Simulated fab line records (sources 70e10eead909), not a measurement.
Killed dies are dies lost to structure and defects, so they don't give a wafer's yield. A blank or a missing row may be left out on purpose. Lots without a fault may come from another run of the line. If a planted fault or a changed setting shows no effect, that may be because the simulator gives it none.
Which tool was responsible? | flow nandHarc | 33 wafers from 11 lots sampled at 3 of the route's 1159 steps

== WHAT EACH GAUGE READ, for each wafer ==
NHARC_P_M2_INSPECT_11.
lot  | measured     | on               | rawDefectCount
L869 | day 6 10:50  | defectInspect-02 | 1 8 4
L874 | day 7 16:31  | defectInspect-01 | 5 5 3
L877 | day 8 05:42  | defectInspect-01 | 3 2 1
L876 | day 8 10:41  | defectInspect-02 | 2 4 5
L881 | day 9 11:30  | defectInspect-02 | 8 5 2
L884 | day 10 02:11 | defectInspect-02 | 5 2 6
L885 | day 10 08:19 | defectInspect-01 | 4 6 4
L886 | day 10 08:50 | defectInspect-02 | 834 845 791
L887 | day 10 16:01 | defectInspect-01 | 1 3 1
L892 | day 11 19:09 | defectInspect-01 | 3 1 3
L891 | day 11 22:04 | defectInspect-01 | 3 2 6

== EACH LOT AND THE TOOL THAT RAN IT (in order: tool; ch and the chambers of the sampled wafers; start) ==
lot  | NHARC_P_M1_ANNEAL_31            | NHARC_P_M1_PRE_CLEAN_32
L869 | rtpAnneal-02 ch 0, day 6 08:30  | pecvd-02 ch 0,2, day 6 09:24
L874 | rtpAnneal-02 ch 0, day 7 14:17  | pecvd-03 ch 0,1,2, day 7 15:11
L877 | rtpAnneal-01 ch 0, day 8 03:20  | pecvd-02 ch 0,1,2, day 8 04:15
L876 | rtpAnneal-01 ch 0, day 8 08:28  | pecvd-02 ch 0,1, day 8 09:17
L881 | rtpAnneal-02 ch 0, day 9 08:13  | pecvd-02 ch 0,1, day 9 10:01
L884 | rtpAnneal-01 ch 0, day 9 23:50  | pecvd-03 ch 1,2, day 10 00:44
L885 | rtpAnneal-02 ch 0, day 10 06:00 | pecvd-02 ch 0,1,2, day 10 06:54
L886 | rtpAnneal-01 ch 0, day 10 06:36 | pecvd-02 ch 1,2, day 10 07:28
L887 | rtpAnneal-01 ch 0, day 10 13:50 | pecvd-04 ch 0,1, day 10 14:43
L892 | rtpAnneal-01 ch 0, day 11 16:55 | pecvd-04 ch 0,1, day 11 17:42
L891 | rtpAnneal-02 ch 0, day 11 19:43 | pecvd-03 ch 1,2, day 11 20:35
- NHARC_P_M1_ANNEAL_31: time 90 s.
- NHARC_P_M1_PRE_CLEAN_32: time 12 s.

== THE ANSWER, worked out from the rows above alone ==
Rule: what is usual is taken from the lots themselves. Put in order of their means at a reading, lots are off if they are a third of the lots or fewer, leave a main group of 4 or more, and stand apart from it by a gap of 3 or more times the standard deviation of the main group's means; of several such gaps the widest counts. If all means in a main group match to the digits the tables above print for the reading, that group is not used. Also off: a lot with no number at a reading for which 4 or more lots have one. Any other lot the step has rows for is counted as sound.
Off: L886, at NHARC_P_M2_INSPECT_11 (rawDefectCount). The main group has a mean of 3.6 with a standard deviation of 1.1.
A tool fits if, at a process step before that reading, it ran every lot that is off, and no sound lot after the first of them. Those tools and the gauges at NHARC_P_M2_INSPECT_11 are tried in the same way. This does not decide it: 2 tools fit, namely pecvd-02 at NHARC_P_M1_PRE_CLEAN_32 and defectInspect-02 at NHARC_P_M2_INSPECT_11.

== WHAT THE SIMULATOR PUT IN ==
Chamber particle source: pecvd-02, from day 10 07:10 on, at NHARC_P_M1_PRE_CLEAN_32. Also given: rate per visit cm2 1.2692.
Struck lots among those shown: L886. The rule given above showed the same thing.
